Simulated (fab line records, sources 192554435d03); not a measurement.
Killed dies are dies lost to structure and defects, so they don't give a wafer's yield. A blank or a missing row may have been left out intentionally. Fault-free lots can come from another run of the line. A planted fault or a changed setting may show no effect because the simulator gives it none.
Chamber matching -- flow n5_finfet -- 4 sister chambers for N5_DUMMY_GATE_STRIP_40 on rie_diel-06
The step strips in CF4. 4 wafers are shown with their chamber, then 7 later ones without.

## WAFERS, EACH WITH ITS CHAMBER
wafer,chamber,showerhead_plenum_p_Torr (Torr)
L075.3,3,1.73
L083.1,0,1.75
L084.3,2,1.80
L084.5,1,1.73

## WAFERS MISSING THEIR CHAMBER
wafer,showerhead_plenum_p_Torr (Torr)
L084.6,1.75
L086.1,1.75
L086.2,1.80
L086.3,1.73
L091.2,1.73
L091.3,1.72
L091.6,1.80

## WHICH CHAMBER EACH WENT THROUGH
wafer,from the rows above,in truth
L084.6,0,0
L086.1,0,0
L086.2,2,2
L086.3,can't be placed: 1 or 3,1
L091.2,can't be placed: 1 or 3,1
L091.3,can't be placed: 1 or 3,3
L091.6,2,2
Placed correctly: 4 of 7. From these rows, 3 cannot be placed; in 3 the true chamber is one of the candidates. 0 placed wrongly.
How it was worked out, from the rows above alone: a wafer's distance from a chamber is the root of the sum, over the readings, of the square of ((its reading less the chamber's mean) divided by the reading's scatter). If the next closest chamber is less than 2 further off than the closest, the wafer can't be placed; otherwise it belongs to the closest. Each chamber's mean is taken over the wafers shown for it. The scatter: with one shown wafer a chamber, the root of the mean of the squares of how far each hidden wafer lies from its nearest shown one.
